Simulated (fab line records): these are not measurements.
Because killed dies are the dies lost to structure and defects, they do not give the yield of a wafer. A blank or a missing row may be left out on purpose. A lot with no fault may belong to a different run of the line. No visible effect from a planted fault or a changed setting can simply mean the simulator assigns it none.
Struck lot and sound lot, side by side    flow nand harc    13 out of 1302 route steps
Sound: the wafers L538.1, L538.2, L538.3. Struck: wafers L553.2, L553.3, L553.6. The cause is named last.
Each step with rows lists, per side, the tool, then ch with its chambers, then its first start. Under that, the readings that differ: sound wafers    struck wafers    difference of the means    sigmas: that difference in standard deviations of wafers without a fault.
alike: readings whose means differ by less than 2 such deviations, and words and numbers that are the same on both sides. not compared: withheld readings, readings that some wafer has no value for, bounds like >300 that may hide the same value, and numbers for which the record gives no deviation and whose values overlap.
A row with sigmas, a row that says differs or no value, or rows on one side alone: a step with any of these is where the two part. Numbers that have no deviation but don't overlap get no sigmas and don't part them. A reading that every wafer of one side lacks parts them only if that side has two wafers or more.

first, 1 step without rows for these wafers: NHARC_A_SLIT_SRD_20.
NHARC_A_SLIT_CD_MEAS_21:
  sound on cd sem-02 at day 20 13:20; struck on cd sem-03 at day 27 03:40
  alike: cd nm
then, 3 steps without rows for these wafers: NHARC_A_SIN_REMOVE_WET_00 (chemistry H3PO4, time 15300 s); NHARC_A_SIN_REMOVE_PRECLEAN_01 (cleans in SC1); NHARC_A_SIN_REMOVE_SRD_02.
NHARC_A_SIN_REMOVE_INSPECT_04:
  sound on defect inspect-01 at day 20 20:06; struck on defect inspect-01 at day 27 10:14
reading           sound        struck       difference  sigmas
raw defect count  685 658 551  387 366 427  -238        -2
NHARC_A_WL_FILL_ALD_00: deposits Al2O3, target thk 3 nm, pulse time 3 s, ald cycles 30.
  sound on ald hk-02 ch 0,1,3, day 20 20:11; struck on ald hk-01 ch 0,1, day 27 10:20
  alike: heater power w, precursor pulse height rel
  not compared: since wet clean h
NHARC_A_WL_FILL_RTA_01: time 5 s.
  sound on rtp anneal-02 ch 0, day 20 20:26; struck on rtp anneal-01 ch 0, day 27 10:36
  alike: lamp power pct, wafer_temp_C_max
NHARC_A_WL_FILL_ALD_02: deposits TiN, target thk 2 nm, pulse time 3 s, ald cycles 100.
  sound on ald metal-03 ch 0,1,2, day 20 20:41; struck on ald metal-03 ch 0,3, day 27 10:47
  alike: heater power w, precursor pulse height rel
  not compared: since wet clean h
NHARC_A_WL_FILL_CVD_03: deposits W, target thk 40 nm, time 279 s.
  sound on cvd w-02 ch 0,1, day 20 21:05; struck on cvd w-01 ch 0,1, day 27 11:14
  alike: heater power w, mfc ar sccm, throttle valve pct
  not compared: since wet clean h
NHARC_A_WL_FILL_ETCHBACK_04: etches the open film in NF3, target depth 60 nm, time 120 s.
  sound on rie metal-01 ch 0,1, day 20 21:27; struck on rie metal-03 ch 0,1, day 27 11:37
reading                sound              struck             difference  sigmas
oes product au (a.u.)  1.022 0.995 1.002  0.889 0.901 0.898  -0.110      -12
  alike: drypump motor current A
  not compared: rf hours counter h
NHARC_A_WL_FILL_ETCHBACK_05: etches the open film in Cl2/BCl3, target depth 22 nm, time 60 s.
  sound on rie metal-01 ch 0,1, day 20 21:41; struck on rie metal-03 ch 0,1, day 27 11:52
  alike: drypump motor current A, oes product au
  not compared: rf hours counter h
-- the record jumps here: 4 days lie between the struck wafers' starts before and after (it left off in module A_WL_FILL and takes up again in module END, whose first step shown is number 1302 of the route) --
NHARC_END_SORT_01:
  sound on prober-02 ch 0, day 24 22:14; struck on prober-01 ch 0, day 31 18:55
  alike: killed at array, killed at other, killed at periphery, killed dies, killed open, killed short

## WHERE THEY PART
Earliest at NHARC_A_SIN_REMOVE_INSPECT_04; latest, in this record, at NHARC_A_WL_FILL_ETCHBACK_04. Later steps at which nothing parts them and some readings are alike: NHARC_A_WL_FILL_ETCHBACK_05, NHARC_END_SORT_01.

WHY: what had been put in by the simulator
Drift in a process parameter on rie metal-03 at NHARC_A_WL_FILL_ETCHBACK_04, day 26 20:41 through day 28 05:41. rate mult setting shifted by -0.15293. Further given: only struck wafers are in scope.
